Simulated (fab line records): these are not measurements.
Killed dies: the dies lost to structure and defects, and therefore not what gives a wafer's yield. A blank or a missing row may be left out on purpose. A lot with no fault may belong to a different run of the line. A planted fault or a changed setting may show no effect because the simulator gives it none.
fab line records	flow nandHarc
record: lots: 7	wafers: 20	lastDay: 24
route steps=1159 shown A_CHANNEL_HOLE_D1@484 A_CHANNEL_FILL_D1@490 END@1159
lots that met no fault: taken from a fault-free run of the same line
startH: start of the lot's first displayed wafer, in hours after the record's first day	waitH: how many hours have passed since the lot's step before this one	" unchanged from the row above	L1.1+2: a single row standing in for several wafers	- either no value or no given start	* or withheld: withheld	< > ~ a bound
route shown NAME@n: NAME is a module with steps in the file, n the number in the route of the first one	usual: the fault-free wafers' mean and standard deviation	same: alike in all rows	chamber/n: place in a boat	sites: per-site readings	_std_site: the values' standard deviation	_edge_site: mean of outer sites minus mean of inner sites	radiusMm: for every site, how far away it sits from the centre of the wafer	mask NAME#n: copy n	behind: the last tool/chamber to shape the wafer	hold: cause of the lot's hold/its duration in hours/its outcome	device: the transistor (n, p or np) that didn't switch	end of line: the tests these same wafers got at the end of their route	step lacking rows: just its recipe	killed: dies lost to structure and defects at the first sort, not the wafer's yield	map: a wafer's dies, x killed, . not, _ none there
set.NAME: setting as actually run; set.NAME@STEP: the setting as run at that earlier step	model.NAME: the simulator's own value behind a step, which no gauge read
lots at some steps of the route; a table a step, a row a wafer
services: the hour from which a tool's chamber was out of use, counted from the record's first day as startH (under 0 if before that day), plus the number of hours and why
== steps ==
step: NHARC_A_CHANNEL_HOLE_D1_STRIP_27
recipe: o2FlowSccm: 500	arFlowSccm: 0	biasW: 0	chemistry: O2
usual: drypumpMotorCurrentA: 5.8/0.46	oesProductAu: 1.003/0.0074	rfVppV: 57.9/0.89	showerheadPlenumPTorr: 3.55/0.13	throttleValvePct: 17.036/0.0091
lot.wafer	tool	chamber	startH	waitH	drypumpMotorCurrentA	oesProductAu	rfHoursCounterH	rfVppV	showerheadPlenumPTorr	throttleValvePct
L758.2	rieDiel-10	3	-	-	5.6	0.997	2	57.9	3.34	17.042
L758.1	"	2	"	"	4.7	1.002	2	58.7	3.65	17.056
L758.6	"	3	"	"	5.6	1.001	-	57.1	3.34	17.030
L757.3	rieDiel-09	2	-	-	6.0	1.001	10	58.1	3.47	17.054
L757.1	"	3	"	"	5.4	1.011	9	59.6	3.56	17.024
L757.4	"	1	"	"	6.1	1.003	11	58.2	3.75	17.031
L760.4	rieDiel-11	3	-	-	5.4	0.991	2	58.9	3.66	17.041
L760.2	"	1	"	"	5.8	0.997	2	57.9	3.45	17.027
L760.3	"	2	"	"	5.1	0.994	2	57.9	3.30	17.040
L759.1	rieDiel-09	2	-	-	6.0	1.003	11	56.3	3.47	17.030
L759.3	"	0	"	"	6.4	1.006	12	58.0	3.57	17.036
L759.4	"	1	"	"	6.1	0.988	12	58.1	3.75	17.020
L768.3	rieDiel-11	2	-	-	5.1	1.002	7	56.7	3.30	17.046
L768.1	"	0	"	"	5.9	1.006	8	57.7	3.65	17.041
L769.2	rieDiel-11	0	-	-	5.9	1.020	8	59.2	3.65	17.037
L769.4	"	3	"	"	5.4	1.000	9	56.4	3.65	17.041
L769.6	"	0	"	"	5.9	1.019	-	57.8	3.65	17.050
L774.1	rieDiel-10	0	-	-	5.9	0.996	9	57.5	3.36	17.028
L774.6	"	1	"	"	6.4	0.995	-	57.3	3.60	17.045
L774.5	"	2	"	"	4.8	0.991	-	59.6	3.64	17.027
step: NHARC_A_CHANNEL_HOLE_D1_PRECLEAN_28
recipe: timeS: *	tempC: 50	bathAgeMin: 0	chemistry: SC1
step: NHARC_A_CHANNEL_HOLE_D1_SRD_29
step: NHARC_A_CHANNEL_HOLE_D1_CD_MEAS_30
usual: cdNm: 90.2/0.87
lot.wafer	tool	chamber	startH	waitH	cdNm
L758.1	cdSem-02	-	213.16	-	91.0
L758.2	"	-	"	"	89.6
L758.6	"	-	"	"	90.9
L757.1	cdSem-03	-	213.47	-	90.9
L757.3	"	-	"	"	91.0
L757.4	"	-	"	"	90.5
L760.2	cdSem-01	-	228.12	-	90.4
L760.3	"	-	"	"	91.4
L760.4	"	-	"	"	91.3
L759.1	cdSem-02	-	228.44	-	91.2
L759.3	"	-	"	"	90.6
L759.4	"	-	"	"	90.0
L768.1	cdSem-03	-	278.61	-	88.6
L768.3	"	-	"	"	90.3
L769.2	cdSem-01	-	281.84	-	89.8
L769.4	"	-	"	"	91.2
L769.6	"	-	"	"	89.4
L774.1	cdSem-03	-	319.83	-	90.6
L774.5	"	-	"	"	89.6
L774.6	"	-	"	"	88.5
step: NHARC_A_CHANNEL_HOLE_D1_XSEM_31
recipe: landingEnergyEv: 35000
usual: botCdNm: 74.8/0.98	bowNm: 8.63/0.26	tiltDeg: 0.09/0.042
lot.wafer	tool	chamber	startH	waitH	botCdNm	bowNm	tiltDeg
L758.1	xsem-02	0	213.26	0.1	75.0	8.33	0.09
L758.2	"	0	"	"	73.1	8.36	0.09
L758.6	"	0	"	"	75.0	8.37	0.10
L757.1	xsem-01	0	213.55	0.1	75.8	8.64	0.04
L757.3	"	0	"	"	75.5	8.56	0.04
L757.4	"	0	"	"	75.3	8.58	0.04
L760.2	xsem-02	0	228.22	0.1	74.8	9.03	0.09
L760.3	"	0	"	"	75.0	9.03	0.09
L760.4	"	0	"	"	75.3	9.00	0.09
L759.1	xsem-01	0	228.53	0.1	76.2	8.82	0.10
L759.3	"	0	"	"	75.0	8.86	0.10
L759.4	"	0	"	"	75.0	8.89	0.10
L768.1	xsem-02	0	278.70	0.1	73.4	9.07	0.03
L768.3	"	0	"	"	74.6	9.10	0.03
L769.2	xsem-01	0	281.93	0.1	74.4	8.55	0.08
L769.4	"	0	"	"	76.3	8.54	0.08
L769.6	"	0	"	"	73.4	8.60	0.09
L774.1	xsem-02	0	319.92	0.1	75.6	8.49	0.16
L774.5	"	0	"	"	75.5	8.49	0.16
L774.6	"	0	"	"	74.8	8.42	0.16
step: NHARC_A_CHANNEL_HOLE_D1_INSPECT_40
usual: rawDefectCount: 58/15
lot.wafer	tool	chamber	startH	waitH	rawDefectCount
L758.1	defectInspect-02	-	213.35	-	41
L758.2	"	-	"	"	51
L758.6	"	-	"	"	76
L757.1	defectInspect-01	-	213.65	-	52
L757.3	"	-	"	"	76
L757.4	"	-	"	"	59
L760.2	defectInspect-01	-	228.31	-	56
L760.3	"	-	"	"	63
L760.4	"	-	"	"	53
L759.1	defectInspect-01	-	228.64	-	60
L759.3	"	-	"	"	72
L759.4	"	-	"	"	93
L768.1	defectInspect-02	-	278.80	-	54
L768.3	"	-	"	"	68
L769.2	defectInspect-01	-	282.02	-	60
L769.4	"	-	"	"	80
L769.6	"	-	"	"	52
L774.1	defectInspect-02	-	320.02	-	47
L774.5	"	-	"	"	58
L774.6	"	-	"	"	51
step: NHARC_A_CHANNEL_FILL_D1_PRECLEAN_00
recipe: timeS: *	tempC: 50	bathAgeMin: 0	chemistry: SC1
step: NHARC_A_CHANNEL_FILL_D1_SRD_01
step: NHARC_A_CHANNEL_FILL_D1_ALD_02
recipe: targetThkA: 60	pulseTimeS: 10	aldCycles: 60	tempC: 300	material: SiO2
step: NHARC_A_CHANNEL_FILL_D1_ALD_03
recipe: targetThkA: 60	pulseTimeS: 60	aldCycles: 58	tempC: 630	pressureTorr: 2	material: SiNx
usual: aldCycles: 58/0	precursorPulseHeightRel: 0.999/0.02
lot.wafer	tool	chamber	startH	waitH	aldCycles	precursorPulseHeightRel
L757.1	aldSinBatch-01	0	-	-	58	1.023
L757.3	"	0	"	"	58	0.988
L757.4	"	0	"	"	58	0.988
L758.1	aldSinBatch-01	0	-	-	58	1.009
L758.2	"	0	"	"	58	1.016
L758.6	"	0	"	"	58	1.012
L759.1	aldSinBatch-03	0	-	-	58	0.978
L759.3	"	0	"	"	58	0.976
L759.4	"	0	"	"	58	0.983
L760.2	aldSinBatch-03	0	-	-	58	1.010
L760.3	"	0	"	"	58	0.991
L760.4	"	0	"	"	58	1.006
L768.1	aldSinBatch-02	0	-	-	58	0.989
L768.3	"	0	"	"	58	1.025
L769.2	aldSinBatch-03	0	-	-	58	0.998
L769.4	"	0	"	"	58	0.994
L769.6	"	0	"	"	58	0.980
L774.1	aldSinBatch-01	0	-	-	58	0.985
L774.5	"	0	"	"	58	1.017
L774.6	"	0	"	"	58	1.006
step: NHARC_A_CHANNEL_FILL_D1_ALD_14
recipe: targetThkA: 25	pulseTimeS: 10	aldCycles: 25	tempC: 300	material: SiO2
usual: aldCycles: 25/0	heaterPowerW: 503/72	precursorPulseHeightRel: 0.999/0.02
lot.wafer	tool	chamber	startH	waitH	aldCycles	heaterPowerW	precursorPulseHeightRel
L758.1	aldHk-02	0	220.54	0.0	25	558	0.979
L758.2	"	2	"	"	25	667	0.976
L758.6	"	0	"	"	25	555	0.987
L757.3	aldHk-03	1	220.54	0.0	25	415	1.029
L757.1	"	2	"	"	25	458	0.996
L757.4	"	3	"	"	25	430	1.013
L760.3	aldHk-03	0	236.73	1.2	25	392	1.033
L760.2	"	2	"	"	25	461	0.982
L760.4	"	3	"	"	25	428	0.977
L759.3	aldHk-03	3	236.95	1.4	25	424	1.005
L759.1	"	0	"	"	25	395	1.020
L759.4	"	2	"	"	25	450	1.025
L768.3	aldHk-04	0	285.67	0.3	25	532	1.004
L768.1	"	2	"	"	25	528	1.002
L769.2	aldHk-03	3	289.25	0.0	25	424	0.985
L769.4	"	2	"	"	25	464	1.005
L769.6	"	0	"	"	25	398	0.960
L774.1	aldHk-02	3	328.12	0.9	25	501	1.001
L774.5	"	0	"	"	25	546	0.982
L774.6	"	1	"	"	25	524	0.985
step: NHARC_A_CHANNEL_FILL_D1_ALD_15
recipe: targetThkA: 20	pulseTimeS: 60	aldCycles: 19	tempC: 630	pressureTorr: 2	material: SiNx
usual: aldCycles: 19/0	precursorPulseHeightRel: 0.998/0.02
lot.wafer	tool	chamber	startH	waitH	aldCycles	precursorPulseHeightRel
L757.1	aldSinBatch-02	0	-	-	19	1.023
L757.3	"	0	"	"	19	1.008
L757.4	"	0	"	"	19	1.003
L758.1	aldSinBatch-02	0	-	-	19	1.041
L758.2	"	0	"	"	19	1.023
L758.6	"	0	"	"	19	0.962
L759.1	aldSinBatch-01	0	-	-	19	0.978
L759.3	"	0	"	"	19	1.009
L759.4	"	0	"	"	19	1.035
L760.2	aldSinBatch-01	0	-	-	19	0.975
L760.3	"	0	"	"	19	0.995
L760.4	"	0	"	"	19	1.024
L768.1	aldSinBatch-01	0	-	-	19	0.994
L768.3	"	0	"	"	19	1.000
L769.2	aldSinBatch-01	0	292.58	3.3	19	1.008
L769.4	"	0	"	"	19	0.996
L769.6	"	0	"	"	19	1.010
L774.1	aldSinBatch-01	0	-	-	19	0.965
L774.5	"	0	"	"	19	1.006
L774.6	"	0	"	"	19	1.014
step: NHARC_A_CHANNEL_FILL_D1_ALD_16
recipe: targetThkA: 15	pulseTimeS: 10	aldCycles: 15	tempC: 300	material: SiO2
usual: aldCycles: 15/0	heaterPowerW: 523/79	precursorPulseHeightRel: 0.999/0.021
lot.wafer	tool	chamber	startH	waitH	aldCycles	heaterPowerW	precursorPulseHeightRel
L757.1	aldHk-02	2	226.10	0.4	15	671	1.004
L757.4	"	3	"	"	15	576	1.025
L757.3	"	0	"	"	15	551	1.019
L758.1	aldHk-03	1	226.11	0.4	15	415	1.026
L758.2	"	2	"	"	15	465	1.050
L758.6	"	1	"	"	15	410	1.014
L760.3	aldHk-03	0	241.88	0.0	16	387	1.027
L760.2	"	1	"	"	15	406	0.946
L760.4	"	3	"	"	15	418	0.979
L759.4	aldHk-03	3	242.20	0.4	15	419	1.033
L759.1	"	1	"	"	16	398	1.001
L759.3	"	2	"	"	16	449	0.984
L768.3	aldHk-03	1	290.64	0.0	16	412	0.981
L768.1	"	2	"	"	16	445	0.979
L769.4	aldHk-02	0	294.67	0.1	15	549	1.003
L769.2	"	1	"	"	15	508	0.997
L769.6	"	3	"	"	15	494	1.033
L774.1	aldHk-02	0	332.96	0.1	15	545	0.987
L774.5	"	0	"	"	15	562	0.995
L774.6	"	1	"	"	15	520	1.016
step: NHARC_A_CHANNEL_FILL_D1_ANNEAL_17
recipe: tempC: 850	timeS: 1800
step: NHARC_END_SORT_01
recipe: tempC: 25
usual: killedAtArray: 26/8.6	killedAtOther: 0.7/0.97	killedAtPeriphery: 3.2/2.2	killedDies: 30/8.9	killedOpen: 3.1/1.8	killedShort: 2.2/1.8
same: grossDies: 677
lot.wafer	tool	chamber	startH	waitH	killedAtArray	killedAtOther	killedAtPeriphery	killedDies	killedOpen	killedShort
L757.1	prober-01	0	458.32	2.5	15	0	2	17	1	5
L757.3	prober-01	0	459.92	3.1	10	4	3	17	2	4
L757.4	prober-01	0	460.72	3.4	13	1	3	17	3	1
L758.1	prober-01	0	472.27	2.5	26	0	2	28	3	2
L758.2	prober-01	0	473.06	2.8	24	0	4	28	3	3
L758.6	prober-01	0	476.25	4.0	28	0	6	34	2	3
L759.1	prober-02	0	489.87	2.5	25	0	3	28	1	6
L759.3	prober-02	0	491.46	3.1	30	0	2	32	2	3
L759.4	prober-02	0	492.26	3.4	45	2	3	50	6	3
L768.1	prober-01	0	532.64	2.4	46	1	2	49	3	3
L768.3	prober-01	0	534.27	3.1	29	1	4	34	2	2
L769.2	prober-02	0	541.33	2.8	36	1	3	40	2	6
L769.4	prober-02	0	542.97	3.5	29	1	0	30	4	3
L769.6	prober-02	0	544.60	4.1	26	1	0	27	1	2
L774.1	prober-02	0	571.62	2.5	18	1	1	20	2	2
L774.5	prober-02	0	574.85	3.7	21	1	1	23	3	4
L774.6	prober-02	0	575.66	4.0	16	0	3	19	3	3
killed by level:class
L757.1 A_STAIRCASE:chamberFilmFlake=5 A_ONON_D1:geometricParticle:short=3 A_CHANNEL_HOLE_D1:chamberFilmFlake=3 A_CHANNEL_FILL_D1:geometricParticle:short=2 A_CONTACT:chamberFilmFlake=2 P_M0:geometricParticle:open=1 P_CONTACT:chamberFilmFlake=1
L757.3 THIN_TSV:chamberFilmFlake=4 A_CHANNEL_HOLE_D1:chamberFilmFlake=3 A_ONON_D1:geometricParticle:open=2 A_STAIRCASE:chamberFilmFlake=2 P_GATE:geometricParticle:short=1 P_M0:geometricParticle:short=1 A_ONON_D1:geometricParticle:short=1 A_SGD_CUT:geometricParticle:short=1
L757.4 A_STAIRCASE:chamberFilmFlake=5 P_ZERO_WELL:chamberFilmFlake=2 A_CHANNEL_HOLE_D1:chamberFilmFlake=2 A_CONTACT:chamberFilmFlake=2 P_M0:geometricParticle:open=1 A_ONON_D1:geometricParticle:open=1 A_WL_FILL:geometricParticle:open=1 A_WL_FILL:geometricParticle:short=1
L758.1 A_SLIT:chamberFilmFlake=10 A_CHANNEL_HOLE_D1:chamberFilmFlake=8 A_CONTACT:geometricParticle:open=2 A_CONTACT:chamberFilmFlake=2 P_GATE:geometricParticle:short=1 A_SOURCE_PLATE:geometricParticle:open=1 A_SOURCE_PLATE:geometricParticle:short=1 P_STI:chamberFilmFlake=1
L758.2 A_CHANNEL_HOLE_D1:chamberFilmFlake=8 A_SLIT:chamberFilmFlake=7 P_CONTACT:chamberFilmFlake=2 A_WL_FILL:chamberFilmFlake=2 P_GATE:geometricParticle:open=1 P_CONTACT:geometricParticle:short=1 A_SOURCE_PLATE:geometricParticle:short=1 A_WL_FILL:geometricParticle:short=1
L758.6 A_CHANNEL_HOLE_D1:chamberFilmFlake=11 A_SLIT:chamberFilmFlake=8 A_STAIRCASE:chamberFilmFlake=4 P_CONTACT:chamberFilmFlake=2 A_CONTACT:chamberFilmFlake=2 P_STI:geometricParticle:short=1 P_GATE:geometricParticle:short=1 P_M1:geometricParticle:open=1
L759.1 A_SLIT:chamberFilmFlake=10 A_WL_FILL:geometricParticle:short=4 A_STAIRCASE:chamberFilmFlake=3 P_GATE:chamberFilmFlake=2 A_CHANNEL_HOLE_D1:chamberFilmFlake=2 A_CONTACT:chamberFilmFlake=2 A_CHANNEL_HOLE_D1:geometricParticle:short=1 A_CHANNEL_FILL_D1:geometricParticle:open=1
L759.3 A_SLIT:chamberFilmFlake=13 A_STAIRCASE:chamberFilmFlake=7 A_CONTACT:chamberFilmFlake=4 A_SOURCE_PLATE:geometricParticle:short=2 A_CONTACT:geometricParticle:open=2 A_CHANNEL_HOLE_D1:chamberFilmFlake=2 P_CONTACT:geometricParticle:short=1 P_GATE:chamberFilmFlake=1
L759.4 A_SLIT:chamberFilmFlake=16 A_STAIRCASE:chamberFilmFlake=8 A_CHANNEL_HOLE_D1:chamberFilmFlake=6 A_CONTACT:chamberFilmFlake=5 A_CHANNEL_FILL_D1:geometricParticle:open=2 STARTING-WAFER:geometricParticle:open=2 P_ZERO_WELL:chamberFilmFlake=2 A_WL_FILL:chamberFilmFlake=2
L768.1 A_CHANNEL_HOLE_D1:chamberFilmFlake=19 A_SLIT:chamberFilmFlake=12 A_CONTACT:chamberFilmFlake=8 A_ONON_D1:geometricParticle:open=2 P_M2:chamberFilmFlake=2 A_SGD_CUT:geometricParticle:short=1 A_WL_FILL:geometricParticle:short=1 A_CONTACT:geometricParticle:short=1
L768.3 A_CHANNEL_HOLE_D1:chamberFilmFlake=12 A_SLIT:chamberFilmFlake=10 A_WL_FILL:chamberFilmFlake=3 A_CONTACT:chamberFilmFlake=2 P_STI:geometricParticle:open=1 P_M2:geometricParticle:open=1 A_WL_FILL:geometricParticle:short=1 A_CONTACT:geometricParticle:short=1
L769.2 A_SLIT:chamberFilmFlake=18 A_CHANNEL_HOLE_D1:chamberFilmFlake=5 A_CONTACT:chamberFilmFlake=4 A_STAIRCASE:chamberFilmFlake=3 A_CONTACT:geometricParticle:short=2 P_GATE:geometricParticle:short=1 P_M1:geometricParticle:open=1 A_CHANNEL_FILL_D1:geometricParticle:short=1
L769.4 A_SLIT:chamberFilmFlake=9 A_CHANNEL_HOLE_D1:chamberFilmFlake=7 A_CONTACT:chamberFilmFlake=3 A_CHANNEL_FILL_D1:geometricParticle:open=2 A_WL_FILL:geometricParticle:short=2 A_STAIRCASE:chamberFilmFlake=2 A_BLC:geometricParticle:open=1 A_M0:geometricParticle:short=1
L769.6 A_SLIT:chamberFilmFlake=15 A_CHANNEL_HOLE_D1:chamberFilmFlake=4 A_CONTACT:chamberFilmFlake=2 A_SOURCE_PLATE:geometricParticle:open=1 A_ONON_D1:geometricParticle:short=1 A_CHANNEL_FILL_D1:geometricParticle:short=1 A_ZERO_WELL:chamberFilmFlake=1 A_STAIRCASE:chamberFilmFlake=1
L774.1 A_CHANNEL_HOLE_D1:chamberFilmFlake=10 A_CHANNEL_FILL_D1:geometricParticle:short=2 A_WL_FILL:chamberFilmFlake=2 A_SOURCE_PLATE:geometricParticle:open=1 A_CHANNEL_FILL_D1:geometricParticle:open=1 P_GATE:chamberFilmFlake=1 A_SGD_CUT:chamberFilmFlake=1 A_CONTACT:chamberFilmFlake=1
L774.5 A_CHANNEL_HOLE_D1:chamberFilmFlake=9 A_WL_FILL:chamberFilmFlake=4 A_CHANNEL_HOLE_D1:geometricParticle:short=1 A_CHANNEL_FILL_D1:geometricParticle:short=1 A_CHANNEL_FILL_D1:geometricParticle:open=1 A_WL_FILL:geometricParticle:short=1 A_CONTACT:geometricParticle:short=1 A_M1:geometricParticle:open=1
L774.6 A_CHANNEL_HOLE_D1:chamberFilmFlake=9 A_CONTACT:chamberFilmFlake=3 A_CHANNEL_FILL_D1:geometricParticle:open=2 P_M1:geometricParticle:short=1 P_M2:geometricParticle:open=1 A_SOURCE_PLATE:geometricParticle:short=1 A_ONON_D1:geometricParticle:short=1 P_STI:chamberFilmFlake=1
== services ==
tool	chamber	startH	hours	kind
rieDiel-11	-	189.50	9.0	pm
rieDiel-11	0	189.50	9.0	ventCycle
rieDiel-11	1	189.50	9.0	ventCycle
xsem-02	-	191.12	4.5	repair
rieDiel-09	3	192.06	8.1	repair
aldHk-04	-	233.21	2.0	repair
rieDiel-09	-	254.28	9.0	pm
aldHk-02	0	282.64	10.0	ventCycle
aldHk-02	1	282.64	10.0	ventCycle
aldHk-02	3	282.64	10.0	ventCycle
rieDiel-10	3	284.25	9.0	repair
aldHk-02	0	292.64	-	clean
aldHk-02	1	292.64	-	clean
aldHk-02	2	292.64	-	clean
aldHk-02	3	292.64	-	clean
xsem-02	-	302.00	14.0	pm
aldSinBatch-03	-	314.00	26.0	pm
aldHk-03	-	325.57	10.0	pm
aldHk-03	0	325.57	10.0	ventCycle
aldHk-03	1	325.57	10.0	ventCycle
aldHk-03	2	325.57	10.0	ventCycle
aldHk-03	3	325.57	10.0	ventCycle
rieDiel-10	3	326.37	5.8	repair
rieDiel-09	2	328.17	17.4	repair
== key ==
firstSign: step: NHARC_A_CHANNEL_FILL_D1_ALD_16	reading: aldCycles	direction: up	sigmas: 99+	usual: 15	struck: 16
effect none on later readings
metAt NHARC_A_CHANNEL_FILL_D1_ALD_16
struckWafers L759.1,L759.3,L760.3,L768.1,L768.3
testerLeftOut L759,L760,L768
fault: kind: processParameterDrift	tool: aldHk-03	chamber: -	onsetH: 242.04	steps: NHARC_A_CHANNEL_FILL_D1_ALD_16	channel: aldCycles	offset: 1	shape: step	endH: 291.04	scope: struckWafersOnly	actsIn: theseRecipesOnly	stated: 15
testerLeftOut: of these lots the tester's yield and bins aren't shown, on N5 and GAA mostly nor the transistor test; their killed dies are dies lost to structure and defects alone, not to doping, threshold or leakage, so they don't give the yield
